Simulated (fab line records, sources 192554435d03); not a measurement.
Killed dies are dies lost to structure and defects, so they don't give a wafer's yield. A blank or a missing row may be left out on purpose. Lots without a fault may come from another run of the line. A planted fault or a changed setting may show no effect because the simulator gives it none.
Chamber matching | flow n5_finfet | N5_MOL_CONTACT_COAG_ETCH_65 on rie_diel-01: 4 sister chambers
The step etches underlayer in N2/H2, target depth 13 nm, time 10.4 s. 4 wafers are shown with their chamber, then 11 later ones without.

WAFERS WITH THEIR CHAMBER
wafer  | chamber | showerhead_plenum_p_Torr (Torr)
L084.4 | 2       | 2.55
L087.4 | 3       | 2.42
L088.6 | 0       | 2.59
L090.1 | 1       | 2.69

WAFERS WITHOUT THEIR CHAMBER
wafer  | showerhead_plenum_p_Torr (Torr)
L090.3 | 2.55
L090.5 | 2.69
L091.1 | 2.55
L091.4 | 2.59
L091.5 | 2.55
L095.2 | 2.69
L095.4 | 2.69
L095.5 | 2.54
L096.2 | 2.68
L096.3 | 2.54
L096.4 | 2.41

WHICH CHAMBER EACH WENT THROUGH
wafer  | from the rows above | in truth
L090.3 | 2                   | 2
L090.5 | 1                   | 1
L091.1 | 2                   | 2
L091.4 | 0                   | 0
L091.5 | 2                   | 2
L095.2 | 1                   | 1
L095.4 | 1                   | 1
L095.5 | 2                   | 2
L096.2 | 1                   | 1
L096.3 | 2                   | 2
L096.4 | 3                   | 3
Placed correctly: 11 of 11. Can't be placed from these rows: 0. Placed wrongly: 0.
How it was worked out, from the rows above alone: a wafer's distance from a chamber is the root of the sum, over the readings, of the square of ((its reading less the chamber's mean) divided by the reading's scatter). The wafer belongs to the nearest chamber; if the next one is less than 2 further off, it can't be placed. A chamber's mean is the mean of its shown wafers. The scatter: with one shown wafer a chamber, the root of the mean of the squares of how far each hidden wafer lies from its nearest shown one.
